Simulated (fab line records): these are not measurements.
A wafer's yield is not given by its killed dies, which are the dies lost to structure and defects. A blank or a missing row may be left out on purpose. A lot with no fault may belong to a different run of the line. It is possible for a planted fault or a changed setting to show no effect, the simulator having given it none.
Chamber matching / flow nand harc / NHARC_A_CHANNEL_FILL_D1_CMP_10 on cmp-04 has 4 sister chambers
The step polishes, target thk 150 nm. 4 wafers are shown with their chamber, then 11 later ones without.

## WAFERS WITH THEIR CHAMBER
wafer=L079.1; chamber=3; motor current A (A)=12.4
wafer=L080.1; chamber=2; motor current A (A)=11.1
wafer=L080.5; chamber=1; motor current A (A)=13.0
wafer=L084.2; chamber=0; motor current A (A)=11.7

## WAFERS WITH NO CHAMBER GIVEN
wafer=L084.4; motor current A (A)=13.2
wafer=L084.5; motor current A (A)=11.7
wafer=L085.1; motor current A (A)=11.9
wafer=L085.2; motor current A (A)=12.0
wafer=L085.6; motor current A (A)=11.9
wafer=L092.2; motor current A (A)=12.5
wafer=L092.5; motor current A (A)=12.1
wafer=L092.6; motor current A (A)=12.7
wafer=L097.1; motor current A (A)=12.3
wafer=L097.2; motor current A (A)=12.0
wafer=L097.3; motor current A (A)=12.5

## CHAMBER TAKEN BY EACH
wafer=L084.4; from the rows above=1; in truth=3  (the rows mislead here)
wafer=L084.5; from the rows above=0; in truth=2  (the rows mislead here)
wafer=L085.1; from the rows above=can't be placed: 0 or 3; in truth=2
wafer=L085.2; from the rows above=can't be placed: 0 or 3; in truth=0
wafer=L085.6; from the rows above=can't be placed: 0 or 3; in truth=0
wafer=L092.2; from the rows above=can't be placed: 3 or 1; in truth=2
wafer=L092.5; from the rows above=can't be placed: 3 or 0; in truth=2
wafer=L092.6; from the rows above=can't be placed: 3 or 1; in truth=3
wafer=L097.1; from the rows above=3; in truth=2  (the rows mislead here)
wafer=L097.2; from the rows above=can't be placed: 0 or 3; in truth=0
wafer=L097.3; from the rows above=can't be placed: 3 or 1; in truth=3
Correctly placed: 0 of 11. Can't be placed from these rows: 8 (the true chamber is among the candidates in 5). Number placed wrongly: 3.
How it was worked out, from the rows above alone: a wafer's distance from a chamber is the root of the sum, over the readings, of the square of ((its reading less the chamber's mean) divided by the reading's scatter). The wafer belongs to the nearest chamber; if the next one is less than 2 further off, it can't be placed. For every chamber, the mean is computed from those of its wafers that are shown. The scatter: with one shown wafer a chamber, the root of the mean of the squares of how far each hidden wafer lies from its nearest shown one.
